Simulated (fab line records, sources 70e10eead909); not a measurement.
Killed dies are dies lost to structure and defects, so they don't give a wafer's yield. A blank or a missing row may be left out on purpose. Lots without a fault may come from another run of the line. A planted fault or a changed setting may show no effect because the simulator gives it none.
fab line records | flow nand_harc
record lots=6 wafers=18 last_day=33
route steps=1302 shown A_M1@1172 END@1302
lots that met no fault: from a run of the same line without faults
start_h: hours from the record's first day to the start of the lot's first wafer shown | wait_h: hours since the lot's step before | " the same as in the row above | L1.1+2: a row that stands for several wafers | - no value, or no start given | * or withheld: withheld | < > ~ a bound
route shown NAME@n: a module of which the file shows steps, and the number in the route of the first | usual: mean/standard deviation of fault-free wafers | same: alike in all rows | chamber/n: place in a boat | sites: the reading at each site | _std_site: their standard deviation | _edge_site: outer sites' mean less inner sites' | radius_mm: how far each site lies from the wafer's centre | mask NAME#n: copy n | behind: the tool/chamber that last shaped the wafer | hold: why the lot was held/for how many hours/how that ended | device: the transistor (n, p or np) that didn't switch | end of line: the same wafers' tests at the end of the route | a step without rows: its recipe alone | killed: dies lost to structure and defects at the first sort, not the wafer's yield | map: a wafer's dies, x killed, . not, _ none there
set.NAME: the setting as run; set.NAME@STEP: as run at that earlier step | model.NAME: the simulator's own value behind a step, which no gauge read
lots at some steps of the route; a table a step, a row a wafer
services: from which hour (start_h, from the record's first day; less than 0 if before it) a tool's chamber was out of use, for how many hours, and why
## steps
# step NHARC_A_M1_COAT_34
# recipe temp_c=200 time_s=65
# step NHARC_A_M1_COAT_03
# recipe spin_rpm=1500 resist_thk_nm=90
# step NHARC_A_M1_SOFTBAKE_04
# recipe temp_c=105 time_s=55
# step NHARC_A_M1_EBR_05
# step NHARC_A_M1_EXPOSE_06
# recipe na=1.35 target_cd_nm=120 dose_mj=75.13 mask_id=A_M1
# step NHARC_A_M1_PEB_07
# recipe peb_temp_c=100 peb_time_s=65
# step NHARC_A_M1_DEVELOP_08
# recipe develop_time_s=35 dev_temp_c=23
# step NHARC_A_M1_CD_MEAS_09
# recipe target_cd_nm=120 landing_energy_ev=500
# usual cd_nm=120.3/0.52
# columns lot.wafer tool chamber start_h wait_h cd_nm
L323.2 cd_sem-02 0 596.05 - 120.4
L323.3 " 0 " " 120.1
L323.6 " 0 " " 120.1
L327.1 cd_sem-03 0 624.22 - 121.0
L327.2 " 0 " " 120.3
L327.6 " 0 " " 120.9
L326.1 cd_sem-02 0 629.60 - 120.5
L326.3 " 0 " " 120.8
L326.5 " 0 " " 120.4
L329.1 cd_sem-01 0 645.34 - 120.4
L329.5 " 0 " " 119.0
L329.6 " 0 " " 119.1
L338.1 cd_sem-02 0 742.84 - 120.8
L338.2 " 0 " " 120.9
L338.4 " 0 " " 120.8
L337.1 cd_sem-03 0 744.64 - 120.6
L337.4 " 0 " " 120.7
L337.6 " 0 " " 119.7
# step NHARC_A_M1_OVL_MEAS_10
# recipe pitch_nm=240
# usual overlay_x_nm=0.1/0.82 overlay_y_nm=0.2/0.74
# columns lot.wafer tool chamber start_h wait_h overlay_x_nm overlay_y_nm
L323.2 overlay-01 - 596.14 - -0.3 0.5
L323.3 " - " " -0.3 0.6
L323.6 " - " " -0.9 0.7
L327.1 overlay-01 - 624.31 - 0.9 1.5
L327.2 " - " " 0.8 1.4
L327.6 " - " " 0.4 1.2
L326.1 overlay-02 - 629.68 - 0.0 -0.7
L326.3 " - " " 0.4 -0.7
L326.5 " - " " 0.0 -0.6
L329.1 overlay-01 - 645.43 - 0.5 1.0
L329.5 " - " " 0.1 1.4
L329.6 " - " " -0.3 1.1
L338.1 overlay-02 - 742.93 - 0.8 0.9
L338.2 " - " " 0.3 0.7
L338.4 " - " " -0.3 0.6
L337.1 overlay-01 - 744.73 - 0.7 0.1
L337.4 " - " " 0.6 0.0
L337.6 " - " " 0.9 -0.1
# step NHARC_A_M1_INSPECT_11
# usual raw_defect_count=74/39
# columns lot.wafer tool chamber start_h wait_h raw_defect_count
L323.2 defect_inspect-02 - 596.17 0.0 176
L323.3 " - " " 135
L323.6 " - " " 165
L327.1 defect_inspect-02 - 624.34 0.0 126
L327.2 " - " " 119
L327.6 " - " " 138
L326.1 defect_inspect-01 - 629.72 0.0 149
L326.3 " - " " 117
L326.5 " - " " 140
L329.1 defect_inspect-01 - 645.47 0.0 20
L329.5 " - " " 23
L329.6 " - " " 25
L338.1 defect_inspect-01 - 742.97 0.0 22
L338.2 " - " " 31
L338.4 " - " " 22
L337.1 defect_inspect-02 - 744.76 0.0 68
L337.4 " - " " 77
L337.6 " - " " 69
# step NHARC_A_M1_DESCUM_14
# recipe time_s=3 o2_flow_sccm=200 ar_flow_sccm=0 bias_power_w=0 chemistry=O2
# usual drypump_motor_current_A=5.7/0.48 oes_product_au=1.000/0.0076 rf_vpp_V=58.0/0.81 showerhead_plenum_p_Torr=1.97/0.074 throttle_valve_pct=11.310/0.0083
# columns lot.wafer tool chamber start_h wait_h drypump_motor_current_A oes_product_au rf_hours_counter_h rf_vpp_V showerhead_plenum_p_Torr throttle_valve_pct
L323.2 rie_diel-13 1 596.23 0.1 5.5 0.984 1.5 58.9 2.02 11.306
L323.3 " 0 " " 6.5 1.008 1.6 58.0 1.95 11.311
L323.6 " 2 " " 5.1 0.997 - 57.2 1.90 11.319
L327.2 rie_diel-02 3 624.41 0.1 5.0 1.004 2.7 58.7 1.99 11.297
L327.1 " 2 " " 5.8 0.991 3.0 58.5 2.06 11.310
L327.6 " 0 " " 5.8 0.998 - 57.3 1.92 11.306
L326.3 rie_diel-02 1 629.78 0.1 5.4 1.000 3.6 57.7 2.05 11.320
L326.1 " 0 " " 5.8 0.994 3.3 58.5 1.92 11.298
L326.5 " 2 " " 5.8 0.993 - 58.1 2.06 11.322
L329.1 rie_diel-02 0 645.55 0.1 5.8 0.994 4.7 56.8 1.92 11.309
L329.5 " 2 " " 5.8 0.996 - 58.8 2.06 11.325
L329.6 " 3 " " 5.0 1.007 - 57.6 1.99 11.306
L338.4 rie_diel-13 3 743.03 0.1 6.2 0.997 0.7 58.8 1.99 11.317
L338.1 " 0 " " 6.5 0.998 0.8 57.7 1.95 11.305
L338.2 " 1 " " 5.6 0.991 0.7 57.4 2.02 11.305
L337.4 rie_diel-13 0 744.84 0.1 6.5 0.994 0.8 57.6 1.95 11.299
L337.1 " 1 " " 5.6 0.991 0.8 58.6 2.02 11.313
L337.6 " 2 " " 5.1 0.987 - 56.1 1.90 11.310
# step NHARC_A_M1_ETCH_35
# recipe target_depth_a=400 overetch_a=120 time_s=43.94 ion_energy_ev=200 n2_flow_sccm=150 h2_flow_sccm=150 ar_flow_sccm=0 rf_w=400 bias_w=150 chemistry=N2/H2
# usual bias_w=150.0/0.46 chamber_pressure_mTorr=29.997/0.028 drypump_motor_current_A=5.7/0.48 oes_product_au=0.999/0.0071 rf_fwd_power_W=395.1/1.5 rf_vpp_V=432.2/2.3 showerhead_plenum_p_Torr=2.10/0.081 throttle_valve_pct=14.170/0.0092
# columns lot.wafer tool chamber start_h wait_h bias_w chamber_pressure_mTorr drypump_motor_current_A oes_product_au rf_fwd_power_W rf_hours_counter_h rf_vpp_V showerhead_plenum_p_Torr throttle_valve_pct
L323.3 rie_diel-13 1 596.33 0.1 149.9 30.002 5.6 1.003 393.9 1.5 432.6 2.16 14.173
L323.2 " 2 " " 150.6 29.951 5.1 0.999 394.3 1.7 430.3 2.03 14.162
L323.6 " 3 " " 150.4 29.997 6.2 0.995 395.0 - 433.1 2.12 14.167
L327.1 rie_diel-02 3 624.49 0.1 149.5 30.032 4.9 0.999 393.9 2.7 433.9 2.13 14.173
L327.2 " 0 " " 150.0 30.008 5.8 0.993 396.8 3.2 431.9 2.04 14.174
L327.6 " 0 " " 150.5 30.009 5.8 0.995 396.2 - 430.6 2.04 14.167
L326.3 rie_diel-02 0 629.87 0.1 149.9 29.971 5.8 1.000 395.5 3.3 430.8 2.04 14.183
L326.1 " 1 " " 149.8 30.008 5.4 1.006 396.6 3.6 433.9 2.19 14.158
L326.5 " 1 " " 149.9 30.009 5.4 0.994 397.6 - 435.3 2.19 14.171
L329.1 rie_diel-02 1 645.63 0.1 150.4 30.027 5.4 0.997 394.0 5.0 434.6 2.19 14.188
L329.6 " 2 " " 149.4 29.999 5.8 0.992 395.7 - 434.7 2.20 14.182
L329.5 " 3 " " 150.3 29.938 4.9 0.987 393.2 - 433.7 2.12 14.188
L338.2 rie_diel-13 3 743.11 0.1 150.3 29.994 6.3 0.999 394.8 0.7 433.5 2.12 14.177
L338.4 " 1 " " 150.8 29.994 5.6 0.997 394.1 0.7 434.9 2.16 14.153
L338.1 " 2 " " 150.3 29.994 5.1 0.998 395.4 0.3 430.3 2.03 14.164
L337.4 rie_diel-13 3 744.91 0.1 150.6 30.022 6.3 0.993 396.3 0.8 432.2 2.12 14.175
L337.1 " 0 " " 150.0 29.953 6.5 0.999 393.6 0.8 431.9 2.08 14.164
L337.6 " 0 " " 150.4 30.058 6.5 1.008 397.1 - 430.9 2.08 14.186
# step NHARC_A_M1_ETCH_15
# recipe target_depth_a=1825 time_s=91.2 c4f8_flow_sccm=withheld ar_flow_sccm=400 rf_w=600 bias_w=300 chemistry=C4F8/Ar
# usual bias_w=300.0/0.83 chamber_pressure_mTorr=25.000/0.022 oes_product_au=0.948/0.022 rf_fwd_power_W=595.8/2.2 rf_vpp_V=442.6/2.5
# columns lot.wafer tool chamber start_h wait_h bias_w chamber_pressure_mTorr oes_product_au rf_fwd_power_W rf_hours_counter_h rf_vpp_V
L323.2 rie_diel-13 0 596.41 - 299.0 24.978 0.921 597.8 1.7 441.8
L323.3 " 2 " " 301.5 25.022 0.958 596.1 1.7 439.9
L323.6 " 0 " " 301.0 25.010 0.920 593.6 - 441.4
L327.2 rie_diel-02 0 624.58 - 299.1 24.982 0.947 595.5 3.2 441.4
L327.1 " 2 " " 299.3 24.979 0.966 597.2 3.1 445.8
L327.6 " 1 " " 300.0 25.022 0.968 597.4 - 444.4
L326.1 rie_diel-02 2 629.97 - - - - - - -
L326.3 " 3 " " - - - - - -
L326.5 " 1 " " - - - - - -
L329.1 rie_diel-02 3 645.71 - - - - - - -
L329.5 " 2 " " - - - - - -
L329.6 " 3 " " - - - - - -
L338.4 rie_diel-13 2 743.21 - 301.0 25.003 0.973 590.4 0.3 439.2
L338.2 " 3 " " 299.9 25.039 0.961 596.9 0.8 444.5
L338.1 " 0 " " 299.8 24.958 0.962 593.5 0.8 439.4
L337.1 rie_diel-13 1 745.00 - 298.8 24.982 0.971 595.0 0.8 444.5
L337.4 " 0 " " 300.3 24.986 0.977 597.9 0.9 444.3
L337.6 " 2 " " 298.8 25.045 0.960 593.3 - 440.5
# step NHARC_A_M1_CD_MEAS_16
# usual cd_nm=120.2/0.68
# columns lot.wafer tool chamber start_h wait_h cd_nm
L323.2 cd_sem-02 - 596.54 - 120.0
L323.3 " - " " 120.1
L323.6 " - " " 120.6
L327.1 cd_sem-03 - 624.71 - 120.4
L327.2 " - " " 121.5
L327.6 " - " " 121.3
L326.1 cd_sem-01 - 630.09 - 120.6
L326.3 " - " " 121.1
L326.5 " - " " 120.9
L329.1 cd_sem-03 - 645.84 - 120.6
L329.5 " - " " 118.2
L329.6 " - " " 119.1
L338.1 cd_sem-02 - 743.33 - 120.2
L338.2 " - " " 120.3
L338.4 " - " " 120.8
L337.1 cd_sem-03 - 745.13 - 120.5
L337.4 " - " " 120.6
L337.6 " - " " 120.2
# step NHARC_END_SORT_01
# recipe temp_c=25
# usual defect_limited_yield=92/3 killed_at_array=52/20 killed_at_other=1.0/1.3 killed_at_periphery=3.7/2.2 killed_dies=57/20 killed_open=3.2/1.6 killed_short=2.4/1.6 sort_bin_2_pct=2.9/1.4 sort_bin_3_pct=0.6/0.41 sort_bin_4_pct=4.8/1.5 sort_n_pass=620/20 sort_rim_yield_pct=93/3.5 sort_yield_pct=92/3
# same gross_dies=677 sort_bin_5_pct[%]=0 sort_bin_6_pct[%]=0 sort_bin_7_pct[%]=0 sort_bin_8_pct[%]=0 sort_rim_n_gross=106.00
# columns lot.wafer tool chamber start_h wait_h defect_limited_yield[%] killed_at_array killed_at_other killed_at_periphery killed_dies killed_open killed_short sort_bin_2_pct[%] sort_bin_3_pct[%] sort_bin_4_pct[%] sort_n_pass sort_rim_yield_pct[%] sort_yield_pct[%]
L327.1 prober-01 0 656.18 2.5 88 76 0 6 82 5 0 4.4 1.6 6.1 595 91 88
L327.6 prober-01 0 660.22 4.0 86 87 0 7 94 1 1 5.0 1.3 7.5 583 88 86
L326.1 prober-01 0 664.91 2.5 0 669 4 4 677 6 3 91.6 1.0 7.4 0 0 0
L326.3 prober-01 0 666.49 3.1 0 675 1 1 677 7 4 93.9 1.0 5.0 0 0 0
L326.5 prober-01 0 668.06 3.6 0 675 1 1 677 2 2 92.3 1.5 6.2 0 0 0
L329.1 prober-02 0 681.31 2.5 0 672 0 5 677 1 2 97.0 0.4 2.5 0 0 0
L329.5 prober-02 0 684.49 3.7 0 672 0 5 677 6 3 97.8 0.1 2.1 0 0 0
L329.6 prober-02 0 685.28 4.0 0 675 0 2 677 3 1 97.0 0.1 2.8 0 0 0
L338.1 prober-02 0 777.55 2.5 95 22 0 9 31 4 3 1.3 0.3 3.0 646 95 95
L338.2 prober-02 0 778.33 2.8 95 30 0 7 37 6 3 1.6 0.1 3.7 640 95 95
L338.4 prober-02 0 779.90 3.3 96 22 0 7 29 2 5 1.5 0.1 2.7 648 95 96
# killed by level:class
L327.1 A_SLIT:chamber_film_flake=30 A_CHANNEL_HOLE_D1:chamber_film_flake=25 A_CHANNEL_HOLE_D2:chamber_film_flake=12 P_CONTACT:chamber_film_flake=4 A_STAIRCASE:chamber_film_flake=2 A_ONON_D1:geometric_particle:open=2 P_M2:chamber_film_flake=2 A_ONON_D2:geometric_particle:open=1
L327.6 A_SLIT:chamber_film_flake=30 A_CHANNEL_HOLE_D1:chamber_film_flake=27 A_CHANNEL_HOLE_D2:chamber_film_flake=20 P_CONTACT:chamber_film_flake=3 P_M2:chamber_film_flake=3 A_STAIRCASE:chamber_film_flake=3 A_BONDPAD:chamber_film_flake=2 A_STAIRCASE:geometric_particle:short=1
L326.1 A_M1:area_etch=584 A_SLIT:chamber_film_flake=34 A_CHANNEL_HOLE_D1:chamber_film_flake=25 A_CHANNEL_HOLE_D2:chamber_film_flake=12 THIN_TSV:chamber_film_flake=4 A_WL_FILL:chamber_film_flake=2 P_M0:geometric_particle:open=1 P_M0:geometric_particle:short=1
L326.3 A_M1:area_etch=604 A_SLIT:chamber_film_flake=27 A_CHANNEL_HOLE_D1:chamber_film_flake=23 A_CHANNEL_HOLE_D2:chamber_film_flake=6 A_SOURCE_PLATE:geometric_particle:short=2 A_CONTACT:geometric_particle:open=2 A_ONON_D1:geometric_particle:open=1 A_ONON_D2:geometric_particle:open=1
L326.5 A_M1:area_etch=598 A_SLIT:chamber_film_flake=33 A_CHANNEL_HOLE_D1:chamber_film_flake=24 A_CHANNEL_HOLE_D2:chamber_film_flake=10 A_WL_FILL:chamber_film_flake=3 A_STAIRCASE:chamber_film_flake=2 A_CHANNEL_FILL_D1:geometric_particle:short=1 A_CHANNEL_FILL_D2:geometric_particle:short=1
L329.1 A_M1:area_etch=649 A_CHANNEL_HOLE_D1:chamber_film_flake=8 A_STAIRCASE:chamber_film_flake=5 A_CONTACT:chamber_film_flake=3 P_GATE:chamber_film_flake=2 A_SLIT:chamber_film_flake=2 P_GATE:geometric_particle:short=1 A_DECK1_JOINT:geometric_particle:open=1
L329.5 A_M1:area_etch=652 A_STAIRCASE:chamber_film_flake=6 A_CHANNEL_HOLE_D1:chamber_film_flake=3 A_CONTACT:chamber_film_flake=3 P_M0:geometric_particle:open=2 A_SLIT:chamber_film_flake=2 P_CONTACT:geometric_particle:short=1 P_M1:geometric_particle:open=1
L329.6 A_M1:area_etch=649 A_CHANNEL_HOLE_D1:chamber_film_flake=9 A_STAIRCASE:chamber_film_flake=4 A_SLIT:chamber_film_flake=4 A_CONTACT:chamber_film_flake=4 A_ONON_D1:geometric_particle:open=1 A_BLC:geometric_particle:short=1 A_M0:geometric_particle:open=1
L338.1 A_SLIT:chamber_film_flake=8 A_CONTACT:chamber_film_flake=6 P_BONDPAD:chamber_film_flake=4 A_BLC:chamber_film_flake=3 P_GATE:chamber_film_flake=2 P_M0:geometric_particle:open=1 P_M1:geometric_particle:open=1 A_SOURCE_PLATE:geometric_particle:open=1
L338.2 A_SLIT:chamber_film_flake=11 A_CONTACT:chamber_film_flake=6 A_BLC:chamber_film_flake=4 P_CONTACT:geometric_particle:open=3 P_BONDPAD:chamber_film_flake=2 A_CHANNEL_HOLE_D1:chamber_film_flake=2 A_ONON_D1:geometric_particle:open=1 A_ONON_D1:geometric_particle:short=1
L338.4 A_SLIT:chamber_film_flake=6 A_CONTACT:chamber_film_flake=6 P_BONDPAD:chamber_film_flake=3 A_BLC:chamber_film_flake=3 P_GATE:geometric_particle:short=1 P_CONTACT:geometric_particle:short=1 A_CHANNEL_FILL_D1:geometric_particle:short=1 A_CHANNEL_FILL_D1:geometric_particle:open=1
# map L326.1 (x killed, . not)
____________x____________
_________xxxxxxx_________
_______xxxxxxxxxxx_______
______xxxxxxxxxxxxx______
_____xxxxxxxxxxxxxxx_____
____xxxxxxxxxxxxxxxxx____
____xxxxxxxxxxxxxxxxx____
___xxxxxxxxxxxxxxxxxxx___
___xxxxxxxxxxxxxxxxxxx___
__xxxxxxxxxxxxxxxxxxxxx__
__xxxxxxxxxxxxxxxxxxxxx__
_xxxxxxxxxxxxxxxxxxxxxxx_
_xxxxxxxxxxxxxxxxxxxxxxx_
_xxxxxxxxxxxxxxxxxxxxxxx_
_xxxxxxxxxxxxxxxxxxxxxxx_
_xxxxxxxxxxxxxxxxxxxxxxx_
xxxxxxxxxxxxxxxxxxxxxxxxx
xxxxxxxxxxxxxxxxxxxxxxxxx
xxxxxxxxxxxxxxxxxxxxxxxxx
xxxxxxxxxxxxxxxxxxxxxxxxx
xxxxxxxxxxxxxxxxxxxxxxxxx
_xxxxxxxxxxxxxxxxxxxxxxx_
_xxxxxxxxxxxxxxxxxxxxxxx_
_xxxxxxxxxxxxxxxxxxxxxxx_
_xxxxxxxxxxxxxxxxxxxxxxx_
_xxxxxxxxxxxxxxxxxxxxxxx_
__xxxxxxxxxxxxxxxxxxxxx__
__xxxxxxxxxxxxxxxxxxxxx__
___xxxxxxxxxxxxxxxxxxx___
___xxxxxxxxxxxxxxxxxxx___
____xxxxxxxxxxxxxxxxx____
____xxxxxxxxxxxxxxxxx____
_____xxxxxxxxxxxxxxx_____
______xxxxxxxxxxxxx______
_______xxxxxxxxxxx_______
_________xxxxxxx_________
____________x____________
# map L329.1 (x killed, . not)
____________x____________
_________xxxxxxx_________
_______xxxxxxxxxxx_______
______xxxxxxxxxxxxx______
_____xxxxxxxxxxxxxxx_____
____xxxxxxxxxxxxxxxxx____
____xxxxxxxxxxxxxxxxx____
___xxxxxxxxxxxxxxxxxxx___
___xxxxxxxxxxxxxxxxxxx___
__xxxxxxxxxxxxxxxxxxxxx__
__xxxxxxxxxxxxxxxxxxxxx__
_xxxxxxxxxxxxxxxxxxxxxxx_
_xxxxxxxxxxxxxxxxxxxxxxx_
_xxxxxxxxxxxxxxxxxxxxxxx_
_xxxxxxxxxxxxxxxxxxxxxxx_
_xxxxxxxxxxxxxxxxxxxxxxx_
xxxxxxxxxxxxxxxxxxxxxxxxx
xxxxxxxxxxxxxxxxxxxxxxxxx
xxxxxxxxxxxxxxxxxxxxxxxxx
xxxxxxxxxxxxxxxxxxxxxxxxx
xxxxxxxxxxxxxxxxxxxxxxxxx
_xxxxxxxxxxxxxxxxxxxxxxx_
_xxxxxxxxxxxxxxxxxxxxxxx_
_xxxxxxxxxxxxxxxxxxxxxxx_
_xxxxxxxxxxxxxxxxxxxxxxx_
_xxxxxxxxxxxxxxxxxxxxxxx_
__xxxxxxxxxxxxxxxxxxxxx__
__xxxxxxxxxxxxxxxxxxxxx__
___xxxxxxxxxxxxxxxxxxx___
___xxxxxxxxxxxxxxxxxxx___
____xxxxxxxxxxxxxxxxx____
____xxxxxxxxxxxxxxxxx____
_____xxxxxxxxxxxxxxx_____
______xxxxxxxxxxxxx______
_______xxxxxxxxxxx_______
_________xxxxxxx_________
____________x____________
## services
# columns tool chamber start_h hours kind
rie_diel-13 0 577.00 - clean
rie_diel-13 1 577.00 - clean
rie_diel-13 2 577.00 - clean
rie_diel-13 3 577.00 - clean
rie_diel-02 0 579.70 - clean
rie_diel-02 1 579.70 - clean
rie_diel-02 2 579.70 - clean
rie_diel-02 3 579.70 - clean
rie_diel-02 1 591.88 3.3 repair
rie_diel-13 0 601.50 - clean
rie_diel-13 1 601.50 - clean
rie_diel-13 2 601.50 - clean
rie_diel-13 3 601.50 - clean
rie_diel-02 0 604.20 - clean
rie_diel-02 1 604.20 - clean
rie_diel-02 2 604.20 - clean
rie_diel-02 3 604.20 - clean
rie_diel-13 0 626.00 - clean
rie_diel-13 1 626.00 - clean
rie_diel-13 0 627.80 7.2 repair
rie_diel-02 2 670.51 1.2 repair
rie_diel-13 1 685.20 9.7 repair
rie_diel-13 2 691.11 31.0 repair
rie_diel-13 - 696.00 9.0 pm
## key
first_sign step=NHARC_A_M1_ETCH_15 reading=tool_record direction=missing
effect step=NHARC_END_SORT_01 reading=sort_bin_2_pct direction=up sigmas=65 usual=2.9 struck=95.0
more_kills_born_at NHARC_A_M1_ETCH_15@rie_diel-02=3735
met_at NHARC_A_M1_ETCH_15
struck_wafers L326.1,L326.3,L326.5,L329.1,L329.5,L329.6
later_rows_left_out L326.1,L326.3,L326.5,L329.1,L329.5,L329.6
onset_between 624.58 629.97
fault kind=skipped_step_whole tool=rie_diel-02 chamber=- onset_h=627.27 steps=NHARC_A_M1_ETCH_15 scope=struck_lots_only
# later_rows_left_out: the simulator's readings of these wafers behind a module that went badly wrong aren't trusted and aren't shown, but for the sort
